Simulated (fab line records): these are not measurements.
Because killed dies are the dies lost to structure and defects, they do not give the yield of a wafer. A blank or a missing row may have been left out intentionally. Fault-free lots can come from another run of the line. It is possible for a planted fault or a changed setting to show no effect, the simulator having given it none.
fab line records -- flow nand-harc -- part 1 of 2: steps 1 to 18 of 33
record lots=5, wafers=15, last-day=23
route steps=1159 shown A_CONTACT@902
lots untouched by any fault: they come from a run of this same line in which no faults occurred
start-h: start of the lot's first displayed wafer, in hours after the record's first day -- wait-h: hours elapsed since this lot's preceding step -- " same as the row above -- L1.1+2: several wafers, shown together as one row -- - either no value or no given start -- * or withheld: withheld -- < > ~ a bound
route shown NAME@n: a module of which the file shows steps, and the number in the route of the first -- usual: mean/standard deviation of fault-free wafers -- same: alike in all rows -- chamber/n: place in a boat -- sites: per-site readings -- _std_site: their standard deviation -- _edge_site: mean of outer sites minus mean of inner sites -- radius-mm: for every site, how far away it sits from the centre of the wafer -- mask NAME#n: copy n -- behind: the tool/chamber that last shaped the wafer -- hold: the reason the lot was held/the length of the hold in hours/how it ended -- device: the n, p or np transistor that did not switch -- end of line: at the end of the route, the tests of the same wafers -- a step given without rows: its recipe and nothing more -- killed: the dies lost at the first sort to structure and to defects; this is not the yield of the wafer -- map: shows each die of a wafer: x if killed, . if not, _ if none is there
set.NAME: the setting that was run; set.NAME@STEP: the one run at that earlier step -- model.NAME: the simulator's own value behind a step, which no gauge read
lots seen at some steps along the route; tables by step, rows by wafer
services: a tool's chamber out of use, with start hour (start-h, from the record's first day; less than 0 if before it), hours out, and reason
## steps
# step NHARC_A_CONTACT_ETCH_77
# recipe target-depth-a=726, time-s=36.3, cf4-flow-sccm=100, chf3-flow-sccm=30, ar-flow-sccm=0, rf-w=500, bias-w=200, chemistry=CF4/CHF3
# usual cf4-flow-sccm=99.9/0.3, drypump-motor-current-A=5.6/0.33, oes-product-au=0.939/0.023, rf-vpp-V=370.5/2.4, showerhead-plenum-p-Torr=1.57/0.067, throttle-valve-pct=16.802/0.0082
lot.wafer,tool,chamber,start-h,wait-h,cf4-flow-sccm,drypump-motor-current-A,oes-product-au,rf-hours-counter-h,rf-vpp-V,showerhead-plenum-p-Torr,throttle-valve-pct
L077.2,rie-diel-12,0,-,-,100.1,5.3,0.981,0,372.1,1.62,16.793
L077.3,rie-diel-12,1,-,-,100.0,5.5,0.943,0,368.5,1.50,16.797
L077.5,rie-diel-12,3,-,-,99.6,6.0,0.947,-,371.0,1.60,16.801
L081.4,rie-diel-13,0,-,-,100.4,5.2,0.949,54,374.0,1.69,16.810
L081.1,rie-diel-13,3,-,-,99.7,5.0,0.942,51,366.8,1.47,16.790
L081.6,rie-diel-13,0,-,-,99.8,5.2,0.946,-,374.3,1.69,16.803
L085.4,rie-diel-12,2,-,-,100.2,5.7,0.946,8,369.3,1.53,16.805
L085.3,rie-diel-12,3,-,-,100.0,6.0,0.908,8,372.7,1.60,16.799
L085.5,rie-diel-12,1,-,-,100.1,5.5,0.908,-,369.6,1.49,16.807
L086.4,rie-diel-10,2,-,-,99.4,5.5,0.947,40,369.0,1.51,16.799
L086.2,rie-diel-10,3,-,-,100.0,6.0,0.933,34,371.8,1.60,16.806
L086.5,rie-diel-10,0,-,-,99.9,6.2,0.932,-,371.7,1.65,16.787
L091.4,rie-diel-12,2,-,-,99.3,5.7,0.927,16,368.8,1.53,16.803
L091.3,rie-diel-12,0,-,-,99.4,5.3,0.921,17,371.9,1.62,16.819
L091.5,rie-diel-12,2,-,-,99.7,5.7,0.932,-,368.3,1.53,16.799
# step NHARC_A_CONTACT_ETCH_78
# recipe target-depth-a=28000, over-etch-frac=0.3, time-s=728, ion-energy-ev=150, o2-flow-sccm=400, cos-flow-sccm=20, ar-flow-sccm=0, rf-w=500, bias-w=300, chemistry=O2/COS
# usual drypump-motor-current-A=5.6/0.33, oes-product-au=0.998/0.015, rf-vpp-V=314.0/2, showerhead-plenum-p-Torr=3.12/0.13, throttle-valve-pct=28.332/0.0087
lot.wafer,tool,chamber,start-h,wait-h,drypump-motor-current-A,oes-product-au,rf-hours-counter-h,rf-vpp-V,showerhead-plenum-p-Torr,throttle-valve-pct
L077.2,rie-diel-12,0,-,-,5.3,1.011,0,316.0,3.22,28.340
L077.3,rie-diel-12,1,-,-,5.5,0.983,0,311.8,2.97,28.333
L077.5,rie-diel-12,1,-,-,5.5,0.982,-,312.2,2.97,28.334
L081.1,rie-diel-13,3,-,-,5.0,1.017,51,310.7,2.93,28.335
L081.4,rie-diel-13,0,-,-,5.2,1.035,54,317.3,3.34,28.329
L081.6,rie-diel-13,2,-,-,5.4,1.016,-,314.9,3.23,28.342
L085.3,rie-diel-12,2,-,-,5.7,1.002,8,312.2,3.03,28.344
L085.4,rie-diel-12,3,-,-,6.0,0.982,8,315.1,3.17,28.320
L085.5,rie-diel-12,3,-,-,6.0,0.983,-,314.9,3.17,28.331
L086.4,rie-diel-10,0,-,-,6.3,0.994,40,315.2,3.27,28.307
L086.2,rie-diel-10,1,-,-,6.3,0.981,42,316.7,3.35,28.331
L086.5,rie-diel-10,3,-,-,6.0,1.015,-,314.8,3.17,28.350
L091.3,rie-diel-12,1,-,-,5.5,0.992,17,311.7,2.96,28.325
L091.4,rie-diel-12,2,-,-,5.7,1.006,16,312.5,3.03,28.327
L091.5,rie-diel-12,1,-,-,5.5,0.982,-,312.0,2.96,28.333
# step NHARC_A_CONTACT_ETCH_124
# recipe source-w=withheld, pressure-mtorr=20, bias-v=withheld, time-s=140, target-depth-a=7000, ar-flow-sccm=withheld, c4f8-flow-sccm=withheld, o2-flow-sccm=withheld, chemistry=C4F8/O2/Ar
# usual oes-air-line-au=0.999/0.023
lot.wafer,tool,chamber,start-h,wait-h,oes-air-line-au,rf-hours-counter-h
L077.2,har-cap-etch-01,0,389.64,-,0.986,59
L077.3,har-cap-etch-01,1,389.64,-,1.013,-
L077.5,har-cap-etch-01,1,389.64,-,1.028,-
L081.1,har-cap-etch-02,1,432.41,-,1.015,22
L081.4,har-cap-etch-02,1,432.41,-,1.029,-
L081.6,har-cap-etch-02,0,432.41,-,1.051,-
L085.4,har-cap-etch-03,1,434.20,-,0.975,-
L085.3,har-cap-etch-03,0,434.20,-,1.002,-
L085.5,har-cap-etch-03,0,434.20,-,0.999,-
L086.2,har-cap-etch-03,0,461.64,-,0.993,98
L086.4,har-cap-etch-03,1,461.64,-,1.007,-
L086.5,har-cap-etch-03,0,461.64,-,1.003,-
L091.3,har-cap-etch-01,0,478.91,-,1.021,-
L091.4,har-cap-etch-01,1,478.91,-,1.044,-
L091.5,har-cap-etch-01,1,478.91,-,1.001,-
# step NHARC_A_CONTACT_ETCH_125
# recipe source-w=withheld, pressure-mtorr=20, bias-v=1200, time-s=155, target-depth-a=9560, ar-flow-sccm=withheld, c4f8-flow-sccm=withheld, o2-flow-sccm=withheld, chemistry=C4F8/O2/Ar
# usual oes-air-line-au=1.001/0.022
lot.wafer,tool,chamber,start-h,wait-h,oes-air-line-au,rf-hours-counter-h
L077.2,har-cap-etch-01,0,389.84,0.2,1.013,59
L077.3,har-cap-etch-01,1,389.84,0.2,1.024,-
L077.5,har-cap-etch-01,1,389.84,0.2,1.055,-
L081.1,har-cap-etch-02,1,432.61,0.2,1.008,23
L081.4,har-cap-etch-02,1,432.61,0.2,1.011,-
L081.6,har-cap-etch-02,0,432.61,0.2,1.029,-
L085.4,har-cap-etch-03,1,434.38,0.1,0.991,-
L085.3,har-cap-etch-03,0,434.38,0.1,1.002,-
L085.5,har-cap-etch-03,0,434.38,0.1,0.944,-
L086.2,har-cap-etch-03,0,461.83,0.2,1.010,99
L086.4,har-cap-etch-03,1,461.83,0.2,0.992,-
L086.5,har-cap-etch-03,0,461.83,0.2,1.013,-
L091.3,har-cap-etch-01,0,479.09,0.2,1.008,-
L091.4,har-cap-etch-01,1,479.09,0.2,0.993,-
L091.5,har-cap-etch-01,1,479.09,0.2,1.005,-
# step NHARC_A_CONTACT_ETCH_126
# recipe source-w=withheld, pressure-mtorr=20, bias-v=1200, time-s=155, target-depth-a=9560, ar-flow-sccm=withheld, c4f8-flow-sccm=withheld, o2-flow-sccm=withheld, chemistry=C4F8/O2/Ar
# usual oes-air-line-au=1.003/0.023
lot.wafer,tool,chamber,start-h,wait-h,oes-air-line-au,rf-hours-counter-h
L077.2,har-cap-etch-01,0,389.98,0.1,1.014,59
L077.3,har-cap-etch-01,1,389.98,0.1,1.001,-
L077.5,har-cap-etch-01,1,389.98,0.1,0.969,-
L081.1,har-cap-etch-02,1,432.75,0.1,1.015,23
L081.4,har-cap-etch-02,1,432.75,0.1,0.989,-
L081.6,har-cap-etch-02,0,432.75,0.1,1.002,-
L085.4,har-cap-etch-03,1,434.52,0.1,1.029,-
L085.3,har-cap-etch-03,0,434.52,0.1,0.996,-
L085.5,har-cap-etch-03,0,434.52,0.1,1.004,-
L086.2,har-cap-etch-03,0,461.97,0.1,1.021,99
L086.4,har-cap-etch-03,1,461.97,0.1,1.000,-
L086.5,har-cap-etch-03,0,461.97,0.1,1.023,-
L091.3,har-cap-etch-01,0,479.24,0.1,0.995,-
L091.4,har-cap-etch-01,1,479.24,0.1,0.996,-
L091.5,har-cap-etch-01,1,479.24,0.1,1.024,-
# step NHARC_A_CONTACT_ETCH_127
# recipe source-w=withheld, pressure-mtorr=20, bias-v=1200, time-s=155, target-depth-a=9560, ar-flow-sccm=withheld, c4f8-flow-sccm=withheld, o2-flow-sccm=withheld, chemistry=C4F8/O2/Ar
# usual oes-air-line-au=0.999/0.022
lot.wafer,tool,chamber,start-h,wait-h,oes-air-line-au,rf-hours-counter-h
L077.2,har-cap-etch-01,0,390.13,0.1,1.020,59
L077.3,har-cap-etch-01,1,390.13,0.1,1.035,-
L077.5,har-cap-etch-01,1,390.13,0.1,1.028,-
L081.1,har-cap-etch-02,1,432.89,0.1,1.002,23
L081.4,har-cap-etch-02,1,432.89,0.1,0.999,-
L081.6,har-cap-etch-02,0,432.89,0.1,0.991,-
L085.4,har-cap-etch-03,1,434.66,0.1,0.995,-
L085.3,har-cap-etch-03,0,434.66,0.1,1.006,-
L085.5,har-cap-etch-03,0,434.66,0.1,1.013,-
L086.2,har-cap-etch-03,0,462.12,0.1,1.022,99
L086.4,har-cap-etch-03,1,462.12,0.1,1.041,-
L086.5,har-cap-etch-03,0,462.12,0.1,0.973,-
L091.3,har-cap-etch-01,0,479.38,0.1,0.952,-
L091.4,har-cap-etch-01,1,479.38,0.1,0.981,-
L091.5,har-cap-etch-01,1,479.38,0.1,0.973,-
# step NHARC_A_CONTACT_ETCH_128
# recipe source-w=withheld, pressure-mtorr=20, bias-v=1200, time-s=155, target-depth-a=9560, ar-flow-sccm=withheld, c4f8-flow-sccm=withheld, o2-flow-sccm=withheld, chemistry=C4F8/O2/Ar
# usual oes-air-line-au=1.003/0.019
lot.wafer,tool,chamber,start-h,wait-h,oes-air-line-au,rf-hours-counter-h
L077.2,har-cap-etch-01,0,390.27,0.1,0.980,59
L077.3,har-cap-etch-01,1,390.27,0.1,1.004,-
L077.5,har-cap-etch-01,1,390.27,0.1,0.949,-
L081.1,har-cap-etch-02,1,433.03,0.1,1.024,23
L081.4,har-cap-etch-02,1,433.03,0.1,0.990,-
L081.6,har-cap-etch-02,0,433.03,0.1,1.001,-
L085.4,har-cap-etch-03,1,434.80,0.1,1.011,-
L085.3,har-cap-etch-03,0,434.80,0.1,0.967,-
L085.5,har-cap-etch-03,0,434.80,0.1,0.999,-
L086.2,har-cap-etch-03,0,462.26,0.1,0.949,99
L086.4,har-cap-etch-03,1,462.26,0.1,1.002,-
L086.5,har-cap-etch-03,0,462.26,0.1,0.993,-
L091.3,har-cap-etch-01,0,479.52,0.1,1.021,-
L091.4,har-cap-etch-01,1,479.52,0.1,0.988,-
L091.5,har-cap-etch-01,1,479.52,0.1,0.984,-
# step NHARC_A_CONTACT_ETCH_129
# recipe source-w=withheld, pressure-mtorr=20, bias-v=1200, time-s=155, target-depth-a=9560, ar-flow-sccm=withheld, c4f8-flow-sccm=withheld, o2-flow-sccm=withheld, chemistry=C4F8/O2/Ar
# usual oes-air-line-au=1.003/0.023
lot.wafer,tool,chamber,start-h,wait-h,oes-air-line-au,rf-hours-counter-h
L077.2,har-cap-etch-01,0,390.41,0.1,0.986,59
L077.3,har-cap-etch-01,1,390.41,0.1,0.995,-
L077.5,har-cap-etch-01,1,390.41,0.1,1.007,-
L081.1,har-cap-etch-02,1,433.18,0.1,1.015,23
L081.4,har-cap-etch-02,1,433.18,0.1,0.998,-
L081.6,har-cap-etch-02,0,433.18,0.1,0.983,-
L085.4,har-cap-etch-03,1,434.94,0.1,1.004,-
L085.3,har-cap-etch-03,0,434.94,0.1,1.025,-
L085.5,har-cap-etch-03,0,434.94,0.1,1.008,-
L086.2,har-cap-etch-03,0,462.40,0.1,0.969,99
L086.4,har-cap-etch-03,1,462.40,0.1,0.981,-
L086.5,har-cap-etch-03,0,462.40,0.1,0.959,-
L091.3,har-cap-etch-01,0,479.66,0.1,0.973,-
L091.4,har-cap-etch-01,1,479.66,0.1,0.992,-
L091.5,har-cap-etch-01,1,479.66,0.1,1.010,-
# step NHARC_A_CONTACT_ETCH_130
# recipe source-w=withheld, pressure-mtorr=20, bias-v=1200, time-s=155, target-depth-a=9560, ar-flow-sccm=withheld, c4f8-flow-sccm=withheld, o2-flow-sccm=withheld, chemistry=C4F8/O2/Ar
# usual oes-air-line-au=0.998/0.022
lot.wafer,tool,chamber,start-h,wait-h,oes-air-line-au,rf-hours-counter-h
L077.2,har-cap-etch-01,0,390.55,0.1,0.997,59
L077.3,har-cap-etch-01,1,390.55,0.1,0.982,-
L077.5,har-cap-etch-01,1,390.55,0.1,0.973,-
L081.1,har-cap-etch-02,1,433.32,0.1,0.996,23
L081.4,har-cap-etch-02,1,433.32,0.1,0.972,-
L081.6,har-cap-etch-02,0,433.32,0.1,0.977,-
L085.4,har-cap-etch-03,1,435.09,0.1,0.983,-
L085.3,har-cap-etch-03,0,435.09,0.1,1.058,-
L085.5,har-cap-etch-03,0,435.09,0.1,1.021,-
L086.2,har-cap-etch-03,0,462.54,0.1,0.980,99
L086.4,har-cap-etch-03,1,462.54,0.1,0.972,-
L086.5,har-cap-etch-03,0,462.54,0.1,0.967,-
L091.3,har-cap-etch-01,0,479.80,0.1,0.999,-
L091.4,har-cap-etch-01,1,479.80,0.1,0.990,-
L091.5,har-cap-etch-01,1,479.80,0.1,0.992,-
# step NHARC_A_CONTACT_ETCH_131
# recipe source-w=withheld, pressure-mtorr=20, bias-v=1200, time-s=155, target-depth-a=9560, ar-flow-sccm=withheld, c4f8-flow-sccm=withheld, o2-flow-sccm=withheld, chemistry=C4F8/O2/Ar
# usual oes-air-line-au=1.002/0.02
lot.wafer,tool,chamber,start-h,wait-h,oes-air-line-au,rf-hours-counter-h
L077.2,har-cap-etch-01,0,390.69,0.1,0.985,60
L077.3,har-cap-etch-01,1,390.69,0.1,0.996,-
L077.5,har-cap-etch-01,1,390.69,0.1,0.982,-
L081.1,har-cap-etch-02,1,433.46,0.1,0.990,23
L081.4,har-cap-etch-02,1,433.46,0.1,1.032,-
L081.6,har-cap-etch-02,0,433.46,0.1,0.989,-
L085.4,har-cap-etch-03,1,435.23,0.1,1.013,-
L085.3,har-cap-etch-03,0,435.23,0.1,1.023,-
L085.5,har-cap-etch-03,0,435.23,0.1,1.003,-
L086.2,har-cap-etch-03,0,462.69,0.1,1.006,99
L086.4,har-cap-etch-03,1,462.69,0.1,1.023,-
L086.5,har-cap-etch-03,0,462.69,0.1,0.972,-
L091.3,har-cap-etch-01,0,479.94,0.1,1.003,-
L091.4,har-cap-etch-01,1,479.94,0.1,1.003,-
L091.5,har-cap-etch-01,1,479.94,0.1,1.044,-
# step NHARC_A_CONTACT_ETCH_132
# recipe source-w=withheld, pressure-mtorr=20, bias-v=1200, time-s=156, target-depth-a=9580, ar-flow-sccm=withheld, c4f8-flow-sccm=withheld, o2-flow-sccm=withheld, chemistry=C4F8/O2/Ar
# usual oes-air-line-au=0.999/0.022
lot.wafer,tool,chamber,start-h,wait-h,oes-air-line-au,rf-hours-counter-h
L077.2,har-cap-etch-01,0,390.83,0.1,1.025,60
L077.3,har-cap-etch-01,1,390.83,0.1,1.006,-
L077.5,har-cap-etch-01,1,390.83,0.1,1.021,-
L081.1,har-cap-etch-02,1,433.60,0.1,1.016,24
L081.4,har-cap-etch-02,1,433.60,0.1,1.013,-
L081.6,har-cap-etch-02,0,433.60,0.1,1.003,-
L085.4,har-cap-etch-03,1,435.37,0.1,0.981,-
L085.3,har-cap-etch-03,0,435.37,0.1,0.997,-
L085.5,har-cap-etch-03,0,435.37,0.1,0.997,-
L086.2,har-cap-etch-03,0,462.83,0.1,1.003,99
L086.4,har-cap-etch-03,1,462.83,0.1,1.014,-
L086.5,har-cap-etch-03,0,462.83,0.1,1.029,-
L091.3,har-cap-etch-01,0,480.08,0.1,1.016,-
L091.4,har-cap-etch-01,1,480.08,0.1,0.974,-
L091.5,har-cap-etch-01,1,480.08,0.1,1.010,-
# step NHARC_A_CONTACT_ETCH_133
# recipe source-w=withheld, pressure-mtorr=20, bias-v=400, time-s=195, target-depth-a=8400, ar-flow-sccm=withheld, c4f8-flow-sccm=11.5, o2-flow-sccm=7.2, chemistry=C4F8/O2/Ar
# usual oes-air-line-au=0.999/0.021
lot.wafer,tool,chamber,start-h,wait-h,oes-air-line-au,rf-hours-counter-h
L077.2,har-cap-etch-01,0,390.97,0.1,0.986,60
L077.3,har-cap-etch-01,1,390.97,0.1,1.000,-
L077.5,har-cap-etch-01,1,390.97,0.1,1.013,-
L081.1,har-cap-etch-02,1,433.74,0.1,1.032,24
L081.4,har-cap-etch-02,1,433.74,0.1,0.986,-
L081.6,har-cap-etch-02,0,433.74,0.1,0.994,-
L085.4,har-cap-etch-03,1,435.56,0.2,0.981,-
L085.3,har-cap-etch-03,0,435.56,0.2,1.016,-
L085.5,har-cap-etch-03,0,435.56,0.2,1.030,-
L086.2,har-cap-etch-03,0,462.99,0.1,0.963,100
L086.4,har-cap-etch-03,1,462.99,0.1,0.949,-
L086.5,har-cap-etch-03,0,462.99,0.1,1.007,-
L091.3,har-cap-etch-01,0,480.27,0.2,0.955,-
L091.4,har-cap-etch-01,1,480.27,0.2,0.988,-
L091.5,har-cap-etch-01,1,480.27,0.2,1.016,-
# step NHARC_A_CONTACT_ETCH_91
# recipe target-depth-a=400, over-etch-frac=0.5, time-s=85.7, ion-energy-ev=120, ch3f-flow-sccm=50, o2-flow-sccm=30, ar-flow-sccm=200, rf-w=500, bias-w=100, chemistry=CH3F/O2
# usual drypump-motor-current-A=5.7/0.33, oes-product-au=0.94/0.033, rf-vpp-V=244.4/1.7, showerhead-plenum-p-Torr=2.45/0.1, throttle-valve-pct=20.663/0.0086
lot.wafer,tool,chamber,start-h,wait-h,drypump-motor-current-A,oes-product-au,rf-hours-counter-h,rf-vpp-V,showerhead-plenum-p-Torr,throttle-valve-pct
L077.3,rie-diel-12,1,391.70,0.5,5.5,0.91,1,242.2,2.33,20.663
L077.2,rie-diel-12,0,391.70,0.5,5.3,0.94,1,245.7,2.53,20.674
L077.5,rie-diel-12,1,391.70,0.5,5.5,0.92,-,242.9,2.33,20.660
L081.4,rie-diel-12,0,434.32,0.4,5.3,0.92,9,245.1,2.53,20.660
L081.1,rie-diel-12,2,434.32,0.4,5.7,0.94,8,243.3,2.39,20.650
L081.6,rie-diel-12,0,434.32,0.4,5.3,0.92,-,247.3,2.53,20.659
L085.4,rie-diel-12,0,436.03,0.4,5.3,0.92,9,246.1,2.53,20.661
L085.3,rie-diel-12,2,436.03,0.4,5.8,0.93,8,241.6,2.39,20.662
L085.5,rie-diel-12,1,436.03,0.4,5.4,0.91,-,242.7,2.33,20.665
L086.2,rie-diel-12,3,463.51,0.5,6.0,0.90,14,246.3,2.50,20.675
L086.4,rie-diel-12,0,463.51,0.5,5.3,0.92,14,245.4,2.53,20.657
L086.5,rie-diel-12,3,463.51,0.5,6.0,0.90,-,245.1,2.50,20.652
L091.3,rie-diel-13,3,480.74,0.4,4.9,1.02,8,242.1,2.29,20.659
L091.4,rie-diel-13,2,480.74,0.4,5.4,1.00,8,244.3,2.54,20.668
L091.5,rie-diel-13,0,480.74,0.4,5.2,1.01,-,246.9,2.63,20.665
# step NHARC_A_CONTACT_ETCH_97
# recipe target-depth-a=200, over-etch-frac=0.5, time-s=10, ion-energy-ev=250, c4f6-flow-sccm=25, o2-flow-sccm=20, ar-flow-sccm=500, rf-w=600, bias-w=500, chemistry=C4F6/O2
# usual drypump-motor-current-A=5.7/0.33, oes-product-au=0.957/0.027, rf-vpp-V=547/3.1, showerhead-plenum-p-Torr=3.92/0.15, throttle-valve-pct=26.903/0.0086
lot.wafer,tool,chamber,start-h,wait-h,drypump-motor-current-A,oes-product-au,rf-hours-counter-h,rf-vpp-V,showerhead-plenum-p-Torr,throttle-valve-pct
L077.3,rie-diel-12,3,-,-,6.0,0.923,1,548,3.99,26.883
L077.2,rie-diel-12,1,-,-,5.5,0.946,1,542,3.74,26.883
L077.5,rie-diel-12,3,-,-,6.0,0.928,-,548,3.99,26.885
L081.4,rie-diel-12,1,-,-,5.5,0.923,8,544,3.73,26.899
L081.1,rie-diel-12,3,-,-,6.0,0.933,9,547,3.99,26.901
L081.6,rie-diel-12,0,-,-,5.3,0.960,-,549,4.03,26.905
L085.3,rie-diel-12,1,-,-,5.5,0.938,8,542,3.73,26.905
L085.4,rie-diel-12,2,-,-,5.7,0.943,8,544,3.82,26.909
L085.5,rie-diel-12,1,-,-,5.5,0.929,-,542,3.73,26.902
L086.2,rie-diel-12,2,-,-,5.8,0.941,13,545,3.81,26.897
L086.4,rie-diel-12,3,-,-,6.0,0.933,14,550,3.98,26.898
L086.5,rie-diel-12,1,-,-,5.5,0.921,-,543,3.73,26.908
L091.3,rie-diel-13,0,-,-,5.2,1.010,7,554,4.18,26.904
L091.4,rie-diel-13,1,-,-,5.6,1.011,7,543,3.78,26.919
L091.5,rie-diel-13,1,-,-,5.6,0.990,-,545,3.78,26.898
# step NHARC_A_CONTACT_CD_MEAS_80
# usual cd-nm=189.6/0.89
lot.wafer,tool,chamber,start-h,wait-h,cd-nm
L077.2,cd-sem-02,-,391.92,-,190.0
L077.3,cd-sem-02,-,391.92,-,189.8
L077.5,cd-sem-02,-,391.92,-,190.5
L081.1,cd-sem-02,-,434.53,-,189.3
L081.4,cd-sem-02,-,434.53,-,189.8
L081.6,cd-sem-02,-,434.53,-,190.1
L085.3,cd-sem-03,-,436.25,-,187.6
L085.4,cd-sem-03,-,436.25,-,189.6
L085.5,cd-sem-03,-,436.25,-,188.5
L086.2,cd-sem-01,-,463.74,-,191.3
L086.4,cd-sem-01,-,463.74,-,191.1
L086.5,cd-sem-01,-,463.74,-,190.5
L091.3,cd-sem-03,-,480.97,-,190.7
L091.4,cd-sem-03,-,480.97,-,190.5
L091.5,cd-sem-03,-,480.97,-,190.3
# step NHARC_A_CONTACT_STRIP_103
# recipe n2-flow-sccm=150, h2-flow-sccm=150, ar-flow-sccm=0, bias-w=0, chemistry=N2/H2
lot.wafer,tool,chamber,start-h,wait-h
L077.3+2+5,rie-diel-12,"3,0,3",392.01,0.1
L081.4+1+6,rie-diel-13,"1,2,1",434.60,0.1
L085.4+3+5,rie-diel-12,"0,3,1",436.32,0.1
L086.2+4+5,rie-diel-10,"0,1,3",463.83,0.1
L091.3+4+5,rie-diel-13,"2,3,1",481.04,0.1
# step NHARC_A_CONTACT_STRIP_104
# recipe cf4-flow-sccm=100, chf3-flow-sccm=30, ar-flow-sccm=0, bias-w=0, chemistry=CF4/CHF3
lot.wafer,tool,chamber,start-h,wait-h
L077.3+2+5,rie-diel-12,"1,3,0",392.10,0.1
L081.1+4+6,rie-diel-13,"3,2,0",434.69,0.1
L085.3+4+5,rie-diel-12,"0,1,2",436.42,0.1
L086.2+4+5,rie-diel-10,"0,1,1",463.90,0.1
L091.4+3+5,rie-diel-13,"1,2,1",481.19,0.1
# step NHARC_A_CONTACT_STRIP_105
# recipe o2-flow-sccm=400, cos-flow-sccm=20, ar-flow-sccm=0, bias-w=0, chemistry=O2/COS
lot.wafer,tool,chamber,start-h,wait-h
L077.2+3+5,rie-diel-12,"2,3,0",392.17,0.1
L081.1+4+6,rie-diel-13,"3,0,3",434.77,0.1
L085.3+4+5,rie-diel-12,"0,1,0",436.48,0.1
L086.4+2+5,rie-diel-10,"0,2,0",463.96,0.1
L091.4+3+5,rie-diel-13,"3,0,2",481.25,0.1
